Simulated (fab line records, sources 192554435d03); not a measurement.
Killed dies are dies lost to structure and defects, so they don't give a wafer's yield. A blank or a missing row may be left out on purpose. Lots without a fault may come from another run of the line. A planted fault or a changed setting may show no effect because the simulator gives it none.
A struck lot beside a sound one | flow n5_finfet | 40 steps out of a route of 1938
Sound: wafers L294.2, L294.4, L294.5. Struck: wafers L280.5, L280.6. (L280.4 of the same lot was not struck and is left out.) The cause comes at the end.
At each step with rows: each side's tool, then ch and its chambers, then its first start. Under that, the readings that differ: sound wafers | struck wafers | difference of the means | sigmas: that difference in standard deviations of wafers without a fault.
alike: readings whose means differ by less than 2 such deviations, and words and numbers that are the same on both sides. not compared: withheld readings, readings that some wafer has no value for, bounds like >300 that may hide the same value, and numbers for which the record gives no deviation and whose values overlap.
The two part at a step that has a row with sigmas, a row that says differs or no value, or rows on one side only. Numbers that don't overlap but have no deviation are shown without sigmas and don't part them. A reading that every wafer of one side lacks parts them only if that side has two wafers or more.

first, 10 steps without rows for these wafers: N5_HKMG_FIN_CMP_23 (polishes, stops on SiNx, t overpolish 10 s, target thk 46.326 nm); N5_HKMG_FIN_CMP_94 (polishes, stops on SiNx, t overpolish 4.7 s, target thk 43.299 nm); N5_GATE_CUT_ETCHBACK_00 (etches W in SF6/Cl2); N5_GATE_CUT_ETCH_56 (etches TiN in Cl2/Ar, target depth 21.6 nm); N5_GATE_CUT_ETCHBACK_30 (etches TiN in Cl2/Ar, target depth 3 nm); N5_GATE_CUT_VAPOR_ETCH_60 (etches HfO2 in BCl3/Cl2); N5_GATE_CUT_ETCH_58 (etches SiNx in CH3F/O2, target depth 17 nm, time 128.6 s); N5_GATE_CUT_STRIP_59 (strips in N2/H2, time 20 s); N5_GATE_CUT_PRECLEAN_31 (cleans in DIW, time 300 s); N5_GATE_CUT_SRD_32 (time 30 s).
N5_GATE_CUT_SAC_CAP_01: material SiNx, target thk 24 nm, pulse time 1 s, ald cycles 480.
  sound on ald_sin-01 ch 0,1,2, day 10 05:53; struck on ald_sin-01 ch 2,3, day 6 16:01
  reading                                       | sound       | struck    | difference | sigmas
  ald_cycles                                    | 480 480 480 | 654 654   | +174       |
  model.SiNx_of_GATE_CUT_SAC_CAP_01.thk_nm (nm) | 23.8 24 24  | 32.6 32.6 | +8.7       |
  alike: heater_power_w, precursor_pulse_height_rel
then, 21 steps without rows for these wafers: N5_GATE_CUT_PECVD_57 (deposits SiNx from SiH4/NH3/N2, target thk 21 nm); N5_GATE_CUT_CMP_02 (polishes, stops on SiO2, t overpolish 12.7 s, target thk 0 nm); N5_GATE_CUT_HM_DEP_46 (deposits SiO2 from TEOS/O2, target thk 130 nm, time 26.6 s); N5_GATE_CUT_COAT_34 (time 60 s, resist thk 60 nm); N5_GATE_CUT_COAT_35 (time 60 s, resist thk 10 nm); N5_GATE_CUT_COAT_27 (time 60 s, resist thk 10 nm); N5_GATE_CUT_COAT_07 (resist thk 30 nm); N5_GATE_CUT_EBR_09; N5_GATE_CUT_SOFTBAKE_08 (time 60 s); N5_GATE_CUT_EXPOSE_10 (exposes mask GATE CUT, target cd 20 nm); N5_GATE_CUT_PEB_11 (peb time 60 s); N5_GATE_CUT_DEVELOP_12 (develop time 30 s); N5_GATE_CUT_DESCUM_18 (chemistry O2, time 7 s); N5_GATE_CUT_ETCH_28 (etches underlayer in N2/H2, target depth 13 nm, time 10.4 s); N5_GATE_CUT_ETCH_36 (etches SiARC in CF4, target depth 13 nm, time 21.7 s); N5_GATE_CUT_ETCH_37 (etches SOC in N2/H2, target depth 60 nm, overetch 12 nm, time 90 s); N5_GATE_CUT_STRIP_38 (strips in N2/H2); N5_GATE_CUT_STRIP_39 (strips in N2/H2); N5_GATE_CUT_HM_OPEN_40 (chemistry C4F6/O2, target SiO2, target depth 139 nm, time 85.1 s); N5_GATE_CUT_STRIP_41 (strips in CF4); N5_GATE_CUT_STRIP_42 (strips in O2).
N5_GATE_CUT_ETCH_19: etches SiNx in CH3F/O2, target depth 53.7 nm, time 76.7 s.
  sound on rie_diel-03 ch 0,3, day 10 09:34; struck on rie_diel-04 ch 0,1, day 6 18:24
  reading               | sound          | struck    | difference | sigmas
  etch_rf_on_time_s (s) | 76.8 74.8 74.9 | 55.3 55.1 | -20.3      | -13
  alike: drypump_motor_current_A, oes_product_au, rf_vpp_V, showerhead_plenum_p_Torr, throttle_valve_pct
  not compared: rf_hours_counter_h
then, 3 steps without rows for these wafers: N5_GATE_CUT_CUT_ETCH_53 (etches W in SF6/Cl2, target depth 79.2 nm); N5_GATE_CUT_CUT_ETCH_54 (etches TiN in Cl2/BCl3, target depth 96.7 nm); N5_GATE_CUT_CUT_ETCH_55 (etches HfO2 in BCl3, target depth 3.2 nm).
N5_MOL_CONTACT_COAG_CMP_28: polishes, stops on SiNx, t overpolish 0.85 s, target thk 14.522 nm.
  sound on cmp-02 ch 1,2, day 11 00:14; struck on cmp-03 ch 1,2, day 7 07:31
  reading                                       | sound        | struck    | difference | sigmas
  model.SiNx_of_GATE_CUT_SAC_CAP_01.thk_nm (nm) | 17.8 18 17.8 | 24.4 24.2 | +6.4       |
  alike: motor_current_A, time_to_endpoint_s
N5_MOL_CONTACT_COAG_THK_MEAS_29:
  sound on film_metro-01, day 11 00:31; struck on film_metro-01, day 7 07:44
  reading         | sound             | struck      | difference | sigmas
  MD_CAP_THK (nm) | 17.85 17.94 17.84 | 24.33 24.28 | +6.43      | +81
N5_MOL_CONTACT_COAG_ETCH_47: etches SiNx in CH3F/O2, stops on W, target depth 27 nm.
  sound on rie_diel-06 ch 0,1,3, day 11 02:25; struck on rie_diel-06 ch 0,3, day 7 09:31
  reading                                      | sound             | struck      | difference | sigmas
  etch_rf_on_time_s (s)                        | 31.3 31.1 31.1    | 42.8 41.6   | +11.0      | +20
  model.etch.t_clear_s (s)                     | 26.12 25.88 25.92 | 35.68 34.7  | +9.22      |
  model.MOL_CONTACT_COAG.feature_depth_nm (nm) | 18.4 18.6 18.4    | 25.2 25.2   | +6.7       |
  model.etch.depth_nm (nm)                     | 17.82 17.92 17.86 | 24.32 24.29 | +6.44      |
  alike: drypump_motor_current_A, oes_product_au, rf_vpp_V, showerhead_plenum_p_Torr, throttle_valve_pct
  not compared: rf_hours_counter_h
-- the record jumps here: 4 days lie between the struck wafers' starts before and after (it left off in module MOL_CONTACT_COAG and takes up again in module BEOL_M4, whose first step shown is number 1111 of the route) --
N5_BEOL_M4_RC_MEAS_101:
  sound on prober-02 ch 0, day 15 11:30; struck on prober-01 ch 0, day 11 07:29
  alike: DIBL_N, DIBL_P, IOFF_N, IOFF_P, ION_N, ION_P, SS_N, SS_P, VT_N, VT_P

WHERE THEY PART
First at N5_GATE_CUT_ETCH_19; last, within this record, at N5_MOL_CONTACT_COAG_ETCH_47. Later steps at which nothing parts them and some readings are alike: N5_BEOL_M4_RC_MEAS_101.

WHY: what the simulator had put in
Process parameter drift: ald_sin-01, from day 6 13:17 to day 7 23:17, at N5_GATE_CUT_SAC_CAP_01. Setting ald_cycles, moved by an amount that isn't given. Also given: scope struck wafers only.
